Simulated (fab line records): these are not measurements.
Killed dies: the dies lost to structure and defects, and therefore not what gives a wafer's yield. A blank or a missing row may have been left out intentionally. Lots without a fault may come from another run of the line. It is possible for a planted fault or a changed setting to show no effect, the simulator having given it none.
Matching of chambers + flow n5-finfet + N5_BEOL_M3_DESCUM_33 on rie-diel-05: 4 sister chambers
The step chemistry O2, time 7 s. 20 wafers are shown with their chamber, then 10 later ones without.

WAFERS WITH THEIR CHAMBER
| wafer  | chamber | showerhead-plenum-p-Torr (Torr) | oes-product-au (a.u.) | throttle-valve-pct (%) |
|--------|---------|---------------------------------|-----------------------|------------------------|
| L077.2 | 0       | 2.12                            | 0.84                  | 20.53                  |
| L077.5 | 0       | 2.12                            | 0.84                  | 20.55                  |
| L077.6 | 1       | 2.17                            | 0.68                  | 20.47                  |
| L080.2 | 1       | 2.16                            | 0.68                  | 20.47                  |
| L080.3 | 2       | 2.17                            | 0.71                  | 20.30                  |
| L080.4 | 3       | 2.04                            | 0.78                  | 20.47                  |
| L082.1 | 3       | 2.04                            | 0.78                  | 20.48                  |
| L082.2 | 2       | 2.17                            | 0.71                  | 20.33                  |
| L082.3 | 1       | 2.16                            | 0.68                  | 20.47                  |
| L082.4 | 0       | 2.12                            | 0.83                  | 20.55                  |
| L082.5 | 2       | 2.17                            | 0.70                  | 20.32                  |
| L082.6 | 3       | 2.04                            | 0.79                  | 20.47                  |
| L089.2 | 3       | 2.03                            | 0.77                  | 20.50                  |
| L089.3 | 1       | 2.16                            | 0.66                  | 20.49                  |
| L089.5 | 2       | 2.17                            | 0.69                  | 20.33                  |
| L090.2 | 3       | 2.03                            | 0.77                  | 20.49                  |
| L090.3 | 2       | 2.17                            | 0.70                  | 20.34                  |
| L090.4 | 1       | 2.16                            | 0.66                  | 20.46                  |
| L093.4 | 0       | 2.11                            | 0.81                  | 20.58                  |
| L093.5 | 2       | 2.16                            | 0.69                  | 20.34                  |

SIGNATURES (means of the wafers above)
| reading                  | chamber 0 | chamber 1 | chamber 2 | chamber 3 | scatter within a chamber |
|--------------------------|-----------|-----------|-----------|-----------|--------------------------|
| showerhead-plenum-p-Torr | 2.1175    | 2.1620    | 2.1683    | 2.0360    | 0.00473                  |
| oes-product-au           | 0.8300    | 0.6720    | 0.7000    | 0.7780    | 0.0105                   |
| throttle-valve-pct       | 20.5525   | 20.4720   | 20.3267   | 20.4820   | 0.0149                   |
Rule: distance of a wafer from a chamber = root of the sum over the readings of ((wafer's reading minus chamber's mean) / reading's scatter) squared. If the next closest chamber is less than 2 further off than the closest, the wafer can't be placed; otherwise it belongs to the closest. How the scatter is found: for the shown wafers, subtract from each reading the mean of its chamber, square and add these, divide the total by (wafers less chambers), then take the root.

WAFERS MISSING THEIR CHAMBER
| wafer  | showerhead-plenum-p-Torr (Torr) | oes-product-au (a.u.) | throttle-valve-pct (%) |
|--------|---------------------------------|-----------------------|------------------------|
| L093.6 | 2.03                            | 0.76                  | 20.49                  |
| L094.2 | 2.16                            | 0.69                  | 20.34                  |
| L094.3 | 2.11                            | 0.81                  | 20.59                  |
| L094.4 | 2.16                            | 0.70                  | 20.34                  |
| L096.1 | 2.16                            | 0.69                  | 20.35                  |
| L096.2 | 2.11                            | 0.80                  | 20.60                  |
| L096.3 | 2.03                            | 0.76                  | 20.51                  |
| L096.4 | 2.03                            | 0.76                  | 20.51                  |
| L096.5 | 2.11                            | 0.79                  | 20.59                  |
| L096.6 | 2.16                            | 0.69                  | 20.33                  |

CHAMBER TAKEN BY EACH
| wafer  | from the rows above | in truth |
|--------|---------------------|----------|
| L093.6 | 3                   | 3        |
| L094.2 | 2                   | 2        |
| L094.3 | 0                   | 0        |
| L094.4 | 2                   | 2        |
| L096.1 | 2                   | 2        |
| L096.2 | 0                   | 0        |
| L096.3 | 3                   | 3        |
| L096.4 | 3                   | 3        |
| L096.5 | 0                   | 0        |
| L096.6 | 2                   | 2        |
10 of 10 placed correctly. From these rows, 0 cannot be placed. Wrongly placed: 0.
